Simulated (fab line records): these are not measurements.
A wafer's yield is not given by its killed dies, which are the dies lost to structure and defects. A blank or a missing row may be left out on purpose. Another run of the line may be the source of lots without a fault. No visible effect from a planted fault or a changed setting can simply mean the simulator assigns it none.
fab line records || flow n5Finfet
record: {"lots": 4, "wafers": 12, "lastDay": 19}
route steps=1938 shown BEOL_M9@1461 BEOL_M10@1470 PASSIVATION@1936
lots that met no fault: taken from a fault-free run of the same line
startH: hours from the record's first day to the start of the lot's first wafer shown || waitH: time in hours since the lot's previous step || " repeats the value in the row above || L1.1+2: one row covering several wafers at once || - no value, or no start was given || * or withheld: withheld || < > ~ a bound
route shown NAME@n: names a module that has steps shown in the file, with the first one's number in the route || usual: average and standard deviation across the fault-free wafers || same: alike in all rows || chamber/n: place in a boat || sites: the reading at each site || _std_site: standard deviation of those values || _edge_site: mean of outer sites minus mean of inner sites || radiusMm: how far each site lies from the wafer's centre || mask NAME#n: copy n || behind: the last tool/chamber to shape the wafer || hold: cause of the lot's hold/its duration in hours/its outcome || device: the transistor (n, p or np) that didn't switch || end of line: the tests these same wafers got at the end of their route || for a step that has no rows: nothing shown but its recipe || killed: the dies lost at the first sort to structure and to defects; this is not the yield of the wafer || map: a wafer's dies, x killed, . not, _ none there
set.NAME: the run value of the setting; set.NAME@STEP: its run value at that earlier step || model.NAME: the simulator's own value behind a step, which no gauge read
a table for each step, a row for each wafer; lots at some steps of the route
services: when a tool's chamber went out of use (startH, in hours from the record's first day, below 0 if earlier), for how many hours, and the reason
== steps ==
step: N5_BEOL_M9_SPUTTER_48
recipe: {"material": "Cu", "targetThkA": 120, "tempC": -20, "biasV": 60, "powerW": 26000, "chamberPressurePa": 0.13, "timeS": 2}
step: N5_BEOL_M9_ECD_50
recipe: {"material": "Cu", "targetThkA": 3180}
step: N5_BEOL_M9_ANNEAL_51
recipe: {"tempC": 225, "timeS": 90, "ambient": "N2"}
step: N5_BEOL_M9_CMP_52
recipe: {"stopOn": "SiCOH_lowk", "tOverpolishS": 7, "downForcePsi": 1, "platenRpm": 50, "clearingPlatenDownForcePsi": 1.5, "clearingPlatenRpm": 50, "postCmpClean": "cuAlkaline", "targetThkNm": 140, "clearingPlatenPadVelocityMS": 0.99484, "padVelocityMS": 0.99484}
step: N5_BEOL_M9_PRE_CLEAN_55
recipe: {"gas": "NH3", "timeS": 15, "tempC": "withheld", "rfPowerW": 300}
step: N5_BEOL_M9_DEP_56
recipe: {"material": "SiCN", "targetThkA": 150, "tempC": "withheld", "precursor": "3MS/NH3", "pressureTorr": 3, "rfW": 202, "timeS": 26.5}
step: N5_BEOL_M10_ILD_DEP_00
recipe: {"material": "SiCOH_lowk", "targetThkA": 3085.1, "tempC": 300, "precursor": "DEMS/porogen", "pressureTorr": 5, "rfW": 500, "timeS": 58}
step: N5_BEOL_M10_CURE_71
recipe: {"tempC": 385, "timeS": 240, "ambient": "He/Ar", "material": "SiCOH_lowk"}
step: N5_BEOL_M10_PECVD_70
recipe: {"material": "SiO2", "targetThkA": 200, "tempC": 400, "precursor": "TEOS/O2", "pressureTorr": 5.5, "rfW": 450, "teosFlowSccm": 53.8, "gas": "O2", "flowSccm": 3000, "timeS": 22.7}
usual: {"heaterPowerOuterW": "420/80", "heaterPowerW": "708/100", "rfFwdPowerW": "444.4/1.7", "showerheadPlenumPTorr": "8.82/0.046", "showerheadVppV": "1329/50", "throttleValvePct": "22.3/0.95"}
{"lot.wafer": "L378.3", "tool": "pecvd-01", "chamber": 0, "startH": 259.89, "waitH": 0.0, "heaterPowerOuterW": 506, "heaterPowerW": 850, "rfFwdPowerW": "-", "showerheadPlenumPTorr": 8.86, "showerheadVppV": 1261, "throttleValvePct": 23.6, "model.SiO2_of_BEOL_M10_PECVD_70.thkNm": 18.8}
{"lot.wafer": "L378.4", "tool": "pecvd-01", "chamber": 1, "startH": 259.89, "waitH": 0.0, "heaterPowerOuterW": 452, "heaterPowerW": 747, "rfFwdPowerW": "-", "showerheadPlenumPTorr": 8.81, "showerheadVppV": 1374, "throttleValvePct": 22.7, "model.SiO2_of_BEOL_M10_PECVD_70.thkNm": 18.8}
{"lot.wafer": "L378.5", "tool": "pecvd-01", "chamber": 2, "startH": 259.89, "waitH": 0.0, "heaterPowerOuterW": 461, "heaterPowerW": 768, "rfFwdPowerW": "-", "showerheadPlenumPTorr": 8.85, "showerheadVppV": 1286, "throttleValvePct": 20.4, "model.SiO2_of_BEOL_M10_PECVD_70.thkNm": 18.8}
{"lot.wafer": "L376.1", "tool": "pecvd-01", "chamber": 1, "startH": 270.80, "waitH": 0.0, "heaterPowerOuterW": 359, "heaterPowerW": 641, "rfFwdPowerW": "-", "showerheadPlenumPTorr": 8.78, "showerheadVppV": 1401, "throttleValvePct": 22.7, "model.SiO2_of_BEOL_M10_PECVD_70.thkNm": 18.6}
{"lot.wafer": "L376.3", "tool": "pecvd-01", "chamber": 0, "startH": 270.80, "waitH": 0.0, "heaterPowerOuterW": 531, "heaterPowerW": 869, "rfFwdPowerW": "-", "showerheadPlenumPTorr": 8.85, "showerheadVppV": 1291, "throttleValvePct": 23.8, "model.SiO2_of_BEOL_M10_PECVD_70.thkNm": 18.8}
{"lot.wafer": "L376.5", "tool": "pecvd-01", "chamber": 2, "startH": 270.80, "waitH": 0.0, "heaterPowerOuterW": 466, "heaterPowerW": 743, "rfFwdPowerW": "-", "showerheadPlenumPTorr": 8.87, "showerheadVppV": 1306, "throttleValvePct": 20.6, "model.SiO2_of_BEOL_M10_PECVD_70.thkNm": 18.8}
{"lot.wafer": "L393.1", "tool": "pecvd-01", "chamber": 2, "startH": 348.12, "waitH": 0.0, "heaterPowerOuterW": 390, "heaterPowerW": 675, "rfFwdPowerW": 443.7, "showerheadPlenumPTorr": 8.85, "showerheadVppV": 1280, "throttleValvePct": 20.8, "model.SiO2_of_BEOL_M10_PECVD_70.thkNm": 20}
{"lot.wafer": "L393.2", "tool": "pecvd-01", "chamber": 1, "startH": 348.12, "waitH": 0.0, "heaterPowerOuterW": 385, "heaterPowerW": 676, "rfFwdPowerW": 446.2, "showerheadPlenumPTorr": 8.82, "showerheadVppV": 1376, "throttleValvePct": 22.8, "model.SiO2_of_BEOL_M10_PECVD_70.thkNm": 19.6}
{"lot.wafer": "L393.5", "tool": "pecvd-01", "chamber": 2, "startH": 348.12, "waitH": 0.0, "heaterPowerOuterW": 400, "heaterPowerW": 659, "rfFwdPowerW": 443.5, "showerheadPlenumPTorr": 8.86, "showerheadVppV": 1270, "throttleValvePct": 20.9, "model.SiO2_of_BEOL_M10_PECVD_70.thkNm": 20}
{"lot.wafer": "L396.1", "tool": "pecvd-01", "chamber": 0, "startH": 385.67, "waitH": 0.0, "heaterPowerOuterW": 475, "heaterPowerW": 784, "rfFwdPowerW": 446.6, "showerheadPlenumPTorr": 8.87, "showerheadVppV": 1251, "throttleValvePct": 23.9, "model.SiO2_of_BEOL_M10_PECVD_70.thkNm": 19.4}
{"lot.wafer": "L396.4", "tool": "pecvd-01", "chamber": 1, "startH": 385.67, "waitH": 0.0, "heaterPowerOuterW": 408, "heaterPowerW": 728, "rfFwdPowerW": 442.5, "showerheadPlenumPTorr": 8.80, "showerheadVppV": 1390, "throttleValvePct": 22.8, "model.SiO2_of_BEOL_M10_PECVD_70.thkNm": 19.6}
{"lot.wafer": "L396.5", "tool": "pecvd-01", "chamber": 2, "startH": 385.67, "waitH": 0.0, "heaterPowerOuterW": 499, "heaterPowerW": 789, "rfFwdPowerW": 441.3, "showerheadPlenumPTorr": 8.89, "showerheadVppV": 1298, "throttleValvePct": 21.3, "model.SiO2_of_BEOL_M10_PECVD_70.thkNm": 20.2}
step: N5_BEOL_M10_HM_DEP_02
recipe: {"material": "TiN", "targetThkA": 200, "tempC": 25, "chamberPressurePa": 0.49996}
step: N5_BEOL_M10_COAT_59
recipe: {"resist": "SOC", "tempC": 250, "timeS": 60, "spinRpm": 1500, "resistThkNm": 100}
step: N5_BEOL_M10_COAT_60
recipe: {"resist": "SiARC", "tempC": 220, "timeS": 60, "spinRpm": 1500, "resistThkNm": 30}
step: N5_BEOL_M10_COAT_05
recipe: {"resist": "CAR-ArF", "spinRpm": 1500, "resistThkNm": 90}
step: N5_BEOL_M10_EBR_07
recipe: {"solvent": "PGMEA", "ebrWidthMm": 1.5}
step: N5_BEOL_M10_SOFTBAKE_06
recipe: {"tempC": 110, "timeS": 60, "resist": "CAR-ArF"}
step: N5_BEOL_M10_EXPOSE_08
recipe: {"maskId": "M10", "na": 1.35, "sourceShape": "dipole", "sigmaInner": 0.411, "sigmaOuter": 0.611, "polarization": "te", "doseMj": 53.75}
step: N5_BEOL_M10_PEB_09
recipe: {"pebTempC": "withheld", "pebTimeS": 60, "resist": "CAR-ArF"}
step: N5_BEOL_M10_DEVELOP_10
recipe: {"developTimeS": 30, "developer": "TMAH", "resist": "CAR-ArF", "rinseLiquid": "diw", "dry": "airSpin", "devTempC": 23}
step: N5_BEOL_M10_DESCUM_16
recipe: {"chemistry": "O2", "timeS": 7.9, "sourcePowerW": 50, "biasPowerW": 20, "pressureMtorr": 20, "rfFrequencyHz": 2.712e+07, "tempC": 40, "resist": "CAR-ArF", "o2FlowSccm": 225}
step: N5_BEOL_M10_ETCH_61
recipe: {"chemistry": "CF4", "target": "SiARC", "targetDepthA": 390, "maskMaterial": "CAR-ArF", "timeS": 65, "ionEnergyEv": 80, "pressureMtorr": 40, "sourceW": 545, "biasW": 36, "Ar_flow_sccm": 100, "cf4FlowSccm": 100, "ends": "cleared"}
step: N5_BEOL_M10_ETCH_62
recipe: {"chemistry": "N2/H2", "target": "SOC", "targetDepthA": 1100, "overetchA": 220, "maskMaterial": "SiARC", "tempC": 40, "timeS": 165, "ionEnergyEv": 200, "pressureMtorr": 30, "sourceW": 840, "biasW": 150, "n2FlowSccm": 200, "h2FlowSccm": 200}
step: N5_BEOL_M10_STRIP_68
recipe: {"chemistry": "N2/H2", "tempC": 40, "n2FlowSccm": 200, "h2FlowSccm": 200, "rfFrequencyHz": 6e+07}
step: N5_BEOL_M10_STRIP_67
recipe: {"chemistry": "CF4", "resist": "SiARC", "powerW": 300, "biasPowerW": 75, "pressureMtorr": 50, "cf4FlowSccm": 150, "rfFrequencyHz": 6e+07}
step: N5_BEOL_M10_HM_OPEN_17
recipe: {"chemistry": "Cl2/BCl3", "targetDepthA": 200, "overetchA": 60, "target": "TiN", "maskMaterial": "SOC", "ionEnergyEv": 150, "pressureMtorr": 10, "icpW": 1000, "biasW": 126, "Cl2_flow_sccm": 53.25, "bcl3FlowSccm": 21.75, "Ar_flow_sccm": 25}
step: N5_BEOL_M10_STRIP_19
recipe: {"chemistry": "O2", "powerW": 400, "tempC": 40, "pressureMtorr": 30, "rfFrequencyHz": 6e+07, "biasPowerW": 0, "overashFraction": 0.2, "o2FlowSccm": 225}
step: N5_BEOL_M10_COAT_63
recipe: {"resist": "SOC", "tempC": 250, "timeS": 60, "spinRpm": 1500, "resistThkNm": 100}
step: N5_BEOL_M10_COAT_64
recipe: {"resist": "SiARC", "tempC": 220, "timeS": 60, "spinRpm": 1500, "resistThkNm": 30}
step: N5_BEOL_M10_COAT_22
recipe: {"resist": "CAR-ArF", "spinRpm": 1500, "resistThkNm": 90}
step: N5_BEOL_M10_EBR_24
recipe: {"solvent": "PGMEA", "ebrWidthMm": 1.5}
step: N5_BEOL_M10_SOFTBAKE_23
recipe: {"tempC": 110, "timeS": 60, "resist": "CAR-ArF"}
step: N5_BEOL_M10_EXPOSE_25
recipe: {"maskId": "V9", "na": 1.35, "sourceShape": "annular", "sigmaInner": 0.5, "sigmaOuter": 0.8, "polarization": "unpolarized", "doseMj": 85.5}
step: N5_BEOL_M10_PEB_26
recipe: {"pebTempC": "withheld", "pebTimeS": 60, "resist": "CAR-ArF"}
step: N5_BEOL_M10_DEVELOP_27
recipe: {"developTimeS": 30, "developer": "TMAH", "resist": "CAR-ArF", "rinseLiquid": "diw", "dry": "airSpin", "devTempC": 23}
step: N5_BEOL_M10_HM_STRIP_39
recipe: {"chemistry": "peroxideTinStrip", "material": "TiN", "targetDepthA": 250, "tempC": 50, "timeS": 158}
{"lot.wafer": "L378.3+4+5", "tool": "wetBench-05", "chamber": "0,5,1", "startH": 264.15, "waitH": 0.0, "model.SiO2_of_BEOL_M10_PECVD_70.thkNm": 18.6}
{"lot.wafer": "L376.1", "tool": "wetBench-06", "chamber": 7, "startH": 273.73, "waitH": 0.0, "model.SiO2_of_BEOL_M10_PECVD_70.thkNm": 18.4}
{"lot.wafer": "L376.3+5", "tool": "wetBench-06", "chamber": "6,0", "startH": 273.73, "waitH": 0.0, "model.SiO2_of_BEOL_M10_PECVD_70.thkNm": 18.6}
{"lot.wafer": "L393.1", "tool": "wetBench-02", "chamber": 2, "startH": 356.90, "waitH": 0.0, "model.SiO2_of_BEOL_M10_PECVD_70.thkNm": 20}
{"lot.wafer": "L393.2", "tool": "wetBench-02", "chamber": 4, "startH": 356.90, "waitH": 0.0, "model.SiO2_of_BEOL_M10_PECVD_70.thkNm": 19.4}
{"lot.wafer": "L393.5", "tool": "wetBench-02", "chamber": 0, "startH": 356.90, "waitH": 0.0, "model.SiO2_of_BEOL_M10_PECVD_70.thkNm": 19.8}
{"lot.wafer": "L396.1", "tool": "wetBench-02", "chamber": 3, "startH": 390.16, "waitH": 0.0, "model.SiO2_of_BEOL_M10_PECVD_70.thkNm": 19.2}
{"lot.wafer": "L396.4", "tool": "wetBench-02", "chamber": 1, "startH": 390.16, "waitH": 0.0, "model.SiO2_of_BEOL_M10_PECVD_70.thkNm": 19.6}
{"lot.wafer": "L396.5", "tool": "wetBench-02", "chamber": 6, "startH": 390.16, "waitH": 0.0, "model.SiO2_of_BEOL_M10_PECVD_70.thkNm": 20}
step: N5_PASSIVATION_PROBE_49
usual: {"defectLimitedYield": "91.6/1.4", "killed_at_M0_to_M3": "35/10", "killed_at_M4_up": "13/4.8", "killedAtContacts": "12/7.2", "killedAtFrontEnd": "36/12", "killedAtOther": "4/3.1", "killedDies": "100/17", "killedOpen": "66/13", "killedShort": "32/7.3", "sort_bin_5_function": "5.0/0.94", "sort_bin_6_memory": "3.1/0.67", "sort_bin_8_speed": "0.01/0.047", "sortNPass": "1080/17", "sortYieldPct": "91.6/1.4"}
same: {"grossDies": 1180, "killedAtBackSide": 0, "sort_bin_4_leakage[%]": 0}
{"lot.wafer": "L376.1", "tool": "prober-01", "chamber": "-", "startH": 347.61, "waitH": 0.0, "defectLimitedYield[%]": 91.9, "killed_at_M0_to_M3": 43, "killed_at_M4_up": 12, "killedAtContacts": 5, "killedAtFrontEnd": 27, "killedAtOther": 8, "killedDies": 95, "killedOpen": 67, "killedShort": 26, "sort_bin_5_function[%]": 5.1, "sort_bin_6_memory[%]": 2.8, "sort_bin_8_speed[%]": 0, "sortNPass": 1085, "sortYieldPct[%]": 91.9}
{"lot.wafer": "L376.3", "tool": "prober-01", "chamber": "-", "startH": 347.71, "waitH": 0.1, "defectLimitedYield[%]": 90.3, "killed_at_M0_to_M3": 24, "killed_at_M4_up": 15, "killedAtContacts": 9, "killedAtFrontEnd": 65, "killedAtOther": 2, "killedDies": 115, "killedOpen": 69, "killedShort": 46, "sort_bin_5_function[%]": 5.9, "sort_bin_6_memory[%]": 3.1, "sort_bin_8_speed[%]": 0, "sortNPass": 1065, "sortYieldPct[%]": 90.3}
{"lot.wafer": "L376.5", "tool": "prober-01", "chamber": "-", "startH": 347.81, "waitH": 0.2, "defectLimitedYield[%]": 92.3, "killed_at_M0_to_M3": 31, "killed_at_M4_up": 8, "killedAtContacts": 5, "killedAtFrontEnd": 34, "killedAtOther": 13, "killedDies": 91, "killedOpen": 66, "killedShort": 24, "sort_bin_5_function[%]": 4.7, "sort_bin_6_memory[%]": 2.7, "sort_bin_8_speed[%]": 0, "sortNPass": 1089, "sortYieldPct[%]": 92.3}
{"lot.wafer": "L393.1", "tool": "prober-01", "chamber": "-", "startH": 418.56, "waitH": 0.0, "defectLimitedYield[%]": 91.7, "killed_at_M0_to_M3": 22, "killed_at_M4_up": 20, "killedAtContacts": 8, "killedAtFrontEnd": 44, "killedAtOther": 4, "killedDies": 98, "killedOpen": 71, "killedShort": 27, "sort_bin_5_function[%]": 4.5, "sort_bin_6_memory[%]": 3.4, "sort_bin_8_speed[%]": 0, "sortNPass": 1082, "sortYieldPct[%]": 91.7}
{"lot.wafer": "L393.2", "tool": "prober-01", "chamber": "-", "startH": 418.61, "waitH": 0.1, "defectLimitedYield[%]": 92.4, "killed_at_M0_to_M3": 49, "killed_at_M4_up": 8, "killedAtContacts": 1, "killedAtFrontEnd": 29, "killedAtOther": 3, "killedDies": 90, "killedOpen": 65, "killedShort": 24, "sort_bin_5_function[%]": 4.1, "sort_bin_6_memory[%]": 3.2, "sort_bin_8_speed[%]": 0, "sortNPass": 1090, "sortYieldPct[%]": 92.4}
{"lot.wafer": "L393.5", "tool": "prober-01", "chamber": "-", "startH": 418.76, "waitH": 0.2, "defectLimitedYield[%]": 92.0, "killed_at_M0_to_M3": 38, "killed_at_M4_up": 7, "killedAtContacts": 5, "killedAtFrontEnd": 44, "killedAtOther": 0, "killedDies": 94, "killedOpen": 59, "killedShort": 35, "sort_bin_5_function[%]": 5.0, "sort_bin_6_memory[%]": 2.6, "sort_bin_8_speed[%]": 0, "sortNPass": 1086, "sortYieldPct[%]": 92.0}
{"lot.wafer": "L396.1", "tool": "prober-01", "chamber": "-", "startH": 446.15, "waitH": 0.0, "defectLimitedYield[%]": 88.9, "killed_at_M0_to_M3": 76, "killed_at_M4_up": 16, "killedAtContacts": 9, "killedAtFrontEnd": 25, "killedAtOther": 5, "killedDies": 131, "killedOpen": 100, "killedShort": 31, "sort_bin_5_function[%]": 6.9, "sort_bin_6_memory[%]": 4.1, "sort_bin_8_speed[%]": 0, "sortNPass": 1049, "sortYieldPct[%]": 88.9}
{"lot.wafer": "L396.4", "tool": "prober-01", "chamber": "-", "startH": 446.30, "waitH": 0.2, "defectLimitedYield[%]": 92.1, "killed_at_M0_to_M3": 31, "killed_at_M4_up": 14, "killedAtContacts": 2, "killedAtFrontEnd": 41, "killedAtOther": 5, "killedDies": 93, "killedOpen": 60, "killedShort": 32, "sort_bin_5_function[%]": 4.9, "sort_bin_6_memory[%]": 2.7, "sort_bin_8_speed[%]": 0, "sortNPass": 1087, "sortYieldPct[%]": 92.1}
{"lot.wafer": "L396.5", "tool": "prober-01", "chamber": "-", "startH": 446.35, "waitH": 0.2, "defectLimitedYield[%]": 89.6, "killed_at_M0_to_M3": 34, "killed_at_M4_up": 21, "killedAtContacts": 10, "killedAtFrontEnd": 53, "killedAtOther": 5, "killedDies": 123, "killedOpen": 83, "killedShort": 39, "sort_bin_5_function[%]": 6.3, "sort_bin_6_memory[%]": 4.0, "sort_bin_8_speed[%]": 0, "sortNPass": 1057, "sortYieldPct[%]": 89.6}
killed by level:class
L376.1 STI_FIN_REVEAL:geometricParticle:open=10 BEOL_M2:geometricParticle:open=10 BEOL_M3:geometricParticle:open=10 BEOL_M0_SAQP:geometricParticle:short=7 MOL_CONTACT_COAG:geometricParticle:open=5 BEOL_M0_SAQP:geometricParticle:open=5 BEOL_M1:geometricParticle:open=4 GATE_CUT:geometricParticle:short=3
L376.3 FIN_SAQP:geometricParticle:short=15 GATE_CUT:geometricParticle:short=11 FIN_SAQP:geometricParticle:open=10 STI_FIN_REVEAL:geometricParticle:open=10 BEOL_M0_SAQP:geometricParticle:short=6 MOL_CONTACT_COAG:geometricParticle:open=6 BEOL_M0:geometricParticle:open=6 BEOL_M1:geometricParticle:open=5
L376.5 BEOL_M3:geometricParticle:open=12 GATE_CUT:geometricParticle:open=7 BEOL_M0_SAQP:geometricParticle:short=7 FIN_SAQP:geometricParticle:open=6 STI_FIN_REVEAL:geometricParticle:open=6 GATE_CUT:geometricParticle:short=5 PASS1_CAP:geometricParticle:open=5 DUMMY_GATE:geometricParticle:open=4
L393.1 STI_FIN_REVEAL:geometricParticle:open=12 BEOL_M4:geometricParticle:open=10 MOL_CONTACT_COAG:geometricParticle:open=8 BEOL_M2:geometricParticle:open=6 GATE_CUT:geometricParticle:short=5 FIN_SAQP:geometricParticle:open=4 FIN_SAQP:geometricParticle:short=4 BEOL_M0_SAQP:geometricParticle:open=4
L393.2 STI_FIN_REVEAL:geometricParticle:open=10 BEOL_M2:geometricParticle:open=10 BEOL_M3:geometricParticle:open=10 BEOL_M0_SAQP:geometricParticle:open=9 BEOL_M0_SAQP:geometricParticle:short=7 BEOL_M1:geometricParticle:open=7 DUMMY_GATE:geometricParticle:open=5 BEOL_M4:geometricParticle:open=5
L393.5 BEOL_M0_SAQP:geometricParticle:open=16 STI_FIN_REVEAL:geometricParticle:open=9 BEOL_M0_SAQP:geometricParticle:short=9 FIN_SAQP:geometricParticle:open=8 GATE_CUT:geometricParticle:short=8 FIN_SAQP:geometricParticle:short=5 MOL_CONTACT_COAG:geometricParticle:open=4 BEOL_M1:geometricParticle:open=4
L396.1 BEOL_M1:geometricParticle:open=33 BEOL_M0_SAQP:geometricParticle:short=10 BEOL_M3:geometricParticle:open=10 BEOL_M0_SAQP:geometricParticle:open=9 MOL_CONTACT_COAG:geometricParticle:open=7 BEOL_M4:geometricParticle:open=7 FIN_SAQP:geometricParticle:open=6 FIN_SAQP:geometricParticle:short=5
L396.4 FIN_SAQP:geometricParticle:short=9 BEOL_M1:geometricParticle:open=9 STI_FIN_REVEAL:geometricParticle:open=8 BEOL_M0_SAQP:geometricParticle:short=5 BEOL_M2:geometricParticle:open=5 BEOL_M4:geometricParticle:open=5 DUMMY_GATE:geometricParticle:open=4 GATE_CUT:geometricParticle:open=4
L396.5 BEOL_M4:geometricParticle:open=14 BEOL_M1:geometricParticle:open=11 FIN_SAQP:geometricParticle:short=10 STI_FIN_REVEAL:geometricParticle:open=10 MOL_CONTACT_COAG:geometricParticle:open=8 FIN_SAQP:geometricParticle:open=7 BEOL_M2:geometricParticle:open=6 STI_FIN_REVEAL:geometricParticle:short=5
== services ==
{"tool": "wetBench-05", "chamber": "-", "startH": 275.61, "hours": 3.8, "kind": "repair"}
{"tool": "wetBench-05", "chamber": "-", "startH": 291.62, "hours": 2.6, "kind": "repair"}
{"tool": "pecvd-01", "chamber": "-", "startH": 353.31, "hours": 0.8, "kind": "repair"}
{"tool": "wetBench-06", "chamber": "-", "startH": 386.20, "hours": 4.4, "kind": "pm"}
== key ==
firstSign none at tools or gauges
modelEffect: {"step": "N5_BEOL_M10_PECVD_70", "value": "SiO2_of_BEOL_M10_PECVD_70.thkNm", "without": 19.7, "struck": 18.77}
modelEffect: {"step": "N5_BEOL_M10_HM_STRIP_39", "value": "SiO2_of_BEOL_M10_PECVD_70.thkNm", "without": 19.57, "struck": 18.57}
metAt N5_BEOL_M10_PECVD_70
struckWafers L376.1,L376.3,L376.5,L378.3,L378.4,L378.5
fault: {"kind": "processParameterDrift", "tool": "pecvd-01", "chamber": "-", "onsetH": 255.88, "steps": "N5_BEOL_M10_PECVD_70", "channel": "timeS", "offset": "*", "shape": "step", "endH": 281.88, "actsIn": "*", "stated": "*"}
